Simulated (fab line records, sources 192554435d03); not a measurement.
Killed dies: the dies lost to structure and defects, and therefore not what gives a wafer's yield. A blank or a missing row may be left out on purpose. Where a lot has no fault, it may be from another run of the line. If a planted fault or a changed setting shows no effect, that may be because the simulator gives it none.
Split-lot experiment ; flow n5Finfet ; route with 1938 steps; 7 lots, 21 wafers read

## THE SPLIT
At N5_PASSIVATION_PECVD_53 (deposits SiO2 from TEOS/O2, target thk 800 nm, time 169.4 s), the setting tempC was moved away from the recipe's 400 C on 9 of the 21 wafers read, by -1.5% to +2.3%. The other wafers ran this setting at the recipe's value.

Reading taken at the split's own step.

## THE READING
SiO2_of_PASSIVATION_PECVD_53.thkNm (the simulator's own value, which no gauge read), in nm, at N5_PASSIVATION_PECVD_53 (deposits SiO2 from TEOS/O2, target thk 800 nm, time 169.4 s). No usual value for it is given in the file. Average 794.1 nm, standard deviation 13 nm, over the 12 wafers here run with the recipe.

wafer;tool, chamber at the split;tempC as run, C;against the recipe;SiO2_of_PASSIVATION_PECVD_53.thkNm, nm;against lot-mates on the recipe
L075.1;pecvd-02, 1;400;recipe;797.2;-
L075.2;pecvd-02, 0;409.1;+2.3%;746.2;-51.0
L075.6;pecvd-02, 0;409.1;+2.3%;763.4;-33.8
L076.2;pecvd-04, 0;400;recipe;811.8;-
L076.4;pecvd-04, 1;408.1;+2.0%;772;-41.4
L076.5;pecvd-04, 2;400;recipe;815;-
L079.1;pecvd-02, 2;400;recipe;781.4;-
L079.3;pecvd-02, 1;400;recipe;794.8;-
L079.6;pecvd-02, 2;400;recipe;802.4;-
L081.2;pecvd-04, 1;400;recipe;793.8;-
L081.3;pecvd-04, 0;394.2;-1.5%;825.6;+27.8
L081.5;pecvd-04, 1;400;recipe;801.8;-
L093.1;pecvd-02, 2;405.6;+1.4%;765;no lot-mate on the recipe
L093.3;pecvd-02, 1;405.6;+1.4%;782.6;no lot-mate on the recipe
L093.4;pecvd-02, 2;405.6;+1.4%;779.8;no lot-mate on the recipe
L089.1;pecvd-03, 0;400;recipe;766.2;-
L089.4;pecvd-03, 0;395.3;-1.2%;810.2;+44.0
L089.6;pecvd-03, 2;395.3;-1.2%;809.4;+43.2
L088.3;pecvd-03, 2;400;recipe;781.8;-
L088.5;pecvd-03, 0;400;recipe;792.6;-
L088.6;pecvd-03, 1;400;recipe;790.6;-

THE FIT
A straight line over all 21 wafers: SiO2_of_PASSIVATION_PECVD_53.thkNm changes by -15.4 nm for each +1% of tempC; r = -0.82; the points scatter about the line by 12 nm.
The same after taking each lot's own level away (the mean of its wafers on the recipe; 18 wafers): -22.1 nm for each +1%; r = -0.94; scatter 8.3 nm.
On that fit, the largest move of tempC shifts the reading by 50 nm.
Measured against the standard deviation above, the lots' own levels, which go from 766.20 to 813.40 nm, span 3.7 times it.
So the slope is not independent of the lot-to-lot level: the two fits are not the same.
Check: with one of the wafers moved furthest among these (+2.3%) left out of the fit, the line predicts -46.1 nm for it against its lot-mates. Against them it came out at -51 nm.

## ADDITIONAL SPLITS CARRIED BY THESE WAFERS
Note: prior to the reading, these wafers also went through further splits. Each is held against what the fit with the lots' levels taken away leaves over:
other split on the same wafers;wafers away from the commonest value;r with SiO2_of_PASSIVATION_PECVD_53.thkNm (lot level and that fit taken away)
N5_BEOL_M13_TRENCH_ETCH_34 timeS;8;+0.46
N5_BEOL_M14_SPUTTER_43 powerW;3;-0.08
N5_BEOL_M15_PEB_26 pebTimeS;4;+0.11
N5_PASSIVATION_PECVD_01 timeS;9;-0.07
N5_PASSIVATION_DEVELOP_09 developTimeS;5;-0.04

## FILE'S OWN FIT
SiO2_of_PASSIVATION_PECVD_53.thkNm changes by -21.3 nm for each +1% of tempC, r = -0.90.
